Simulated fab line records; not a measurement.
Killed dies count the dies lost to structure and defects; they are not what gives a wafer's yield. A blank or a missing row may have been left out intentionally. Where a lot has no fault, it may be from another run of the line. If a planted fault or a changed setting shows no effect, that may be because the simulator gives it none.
Split-lot study -- flow n5-finfet -- 39 wafers read across 7 lots, on a route 1938 steps long

## THE SPLIT
At N5_BEOL_M13_DEP_53 (deposits SiCN from 3MS/NH3, target thk 50 nm, time 17.8 s), the setting time-s was moved away from the recipe's 17.8 s on 18 of the 39 wafers read, by -52.8% to +50.5%. For the rest of the wafers, this setting stayed at what the recipe calls for.

The split's own step is where the reading is taken.

## THE READING
SiCN_of_BEOL_M13_DEP_53.thk-nm (the simulator's own value, which no gauge read), in nm, at N5_BEOL_M13_DEP_53 (deposits SiCN from 3MS/NH3, target thk 50 nm, time 17.8 s). The file gives no usual value for it. Here, 21 wafers ran the recipe; their average is 50.0 nm with a standard deviation of 0.55 nm.

wafer,"tool, chamber at the split","time-s as run, s",against the recipe,"SiCN_of_BEOL_M13_DEP_53.thk-nm, nm",against lot-mates on the recipe
L079.1,"pecvd-02, 1",17.8,recipe,49.4,-
L079.2,"pecvd-02, 0,1",17.8,recipe,49.8,-
L079.4,"pecvd-02, 0,1",17.8,recipe,49.8,-
L079.3,"pecvd-02, 2",26.79,+50.5%,73.8,+24.1
L079.5,"pecvd-02, 2",26.79,+50.5%,74.4,+24.7
L079.6,"pecvd-02, 0",26.79,+50.5%,74.8,+25.1
L082.1,"pecvd-02, 2",17.8,recipe,49.4,-
L082.2,"pecvd-02, 0",17.8,recipe,49.2,-
L082.3,"pecvd-02, 1",17.8,recipe,50,-
L082.4,"pecvd-02, 2,1",13.69,-23.1%,39,-10.5
L082.5,"pecvd-02, 2,1",13.69,-23.1%,39,-10.5
L082.6,"pecvd-02, 0",13.69,-23.1%,38.6,-10.9
L089.1,"pecvd-01, 1",8.637,-51.5%,25,-25.3
L089.2,"pecvd-01, 2",8.637,-51.5%,24.4,-25.9
L089.3,"pecvd-01, 0",17.8,recipe,49.6,-
L089.4,"pecvd-01, 0,1",17.8,recipe,50.6,-
L089.6,"pecvd-01, 0,1",17.8,recipe,50.6,-
L089.5,"pecvd-01, 2",8.637,-51.5%,25.2,-25.1
L090.1,"pecvd-03, 1",17.8,recipe,49,-
L090.2,"pecvd-03, 2",10.72,-39.8%,30,-19.6
L090.3,"pecvd-03, 2",17.8,recipe,49.8,-
L090.4,"pecvd-03, 1",17.8,recipe,50,-
L090.5,"pecvd-03, 1,2",10.72,-39.8%,30.2,-19.4
L090.6,"pecvd-03, 1,2",10.72,-39.8%,30.2,-19.4
L094.1,"pecvd-03, 0,1,1",17.8,recipe,50.4,-
L094.2,"pecvd-03, 0,1,1",17.8,recipe,50.4,-
L094.4,"pecvd-03, 0,1,1",17.8,recipe,50.4,-
L094.3,"pecvd-03, 2",8.4,-52.8%,24,-26.4
L094.5,"pecvd-03, 0",8.4,-52.8%,24.6,-25.8
L094.6,"pecvd-03, 2",8.4,-52.8%,24.2,-26.2
L097.1,"pecvd-02, 2",17.8,recipe,49.2,-
L097.2,"pecvd-02, 0",10.7,-39.9%,30,-19.5
L097.3,"pecvd-02, 1",17.8,recipe,49.4,-
L097.4,"pecvd-02, 2,0",10.7,-39.9%,30.4,-19.1
L097.5,"pecvd-02, 2,0",10.7,-39.9%,30.4,-19.1
L097.6,"pecvd-02, 1",17.8,recipe,50,-
L095.1,"pecvd-01, 2",17.8,recipe,50.6,-
L095.2,"pecvd-01, 1",17.8,recipe,50.4,-
L095.6,"pecvd-01, 1",17.8,recipe,51,-
The file does not say which wafer passed through which chamber wherever a row lists several chambers: such a row stands for several wafers.

FIT RESULTS
A straight line over all 39 wafers: SiCN_of_BEOL_M13_DEP_53.thk-nm changes by +0.487 nm for each +1% of time-s; r = +1.00; the points scatter about the line by 0.48 nm.
The same after taking each lot's own level away (the mean of its wafers on the recipe; 39 wafers): +0.49 nm for each +1%; r = +1.00; scatter 0.38 nm.
According to that fit, moving time-s by its largest amount changes the reading by 26 nm.
The span of the lots' own levels, 49.53 to 50.67 nm, comes to 2.1 times the standard deviation stated above.
Hence the lot-to-lot level has little effect on the slope; both slopes agree.
Check: for one of the wafers moved furthest among these (-52.8%), held out of the fit, the line's prediction against its lot-mates is -25.8 nm. Against them it came out at -26.4 nm.

## THE OTHER SPLITS THESE WAFERS WENT THROUGH
Note: prior to the reading, these wafers also went through further splits. Each is held against what the fit with the lots' levels taken away leaves over:
other split on the same wafers,wafers away from the commonest value,r with SiCN_of_BEOL_M13_DEP_53.thk-nm (lot level and that fit taken away)
N5_BEOL_M0_SAQP_ETCH_106 target-depth-a,9,-0.04
N5_BEOL_M1_HM_DEP_02 target-thk-a,6,-0.17
N5_BEOL_M7_ILD_DEP_00 time-s,18,+0.18
N5_BEOL_M9_ETCH_66 target-depth-a,15,-0.08
N5_BEOL_M11_ETCH_66 time-s,18,-0.30

## THE FILE'S OWN FIT
SiCN_of_BEOL_M13_DEP_53.thk-nm changes by +0.489 nm for each +1% of time-s, r = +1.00.
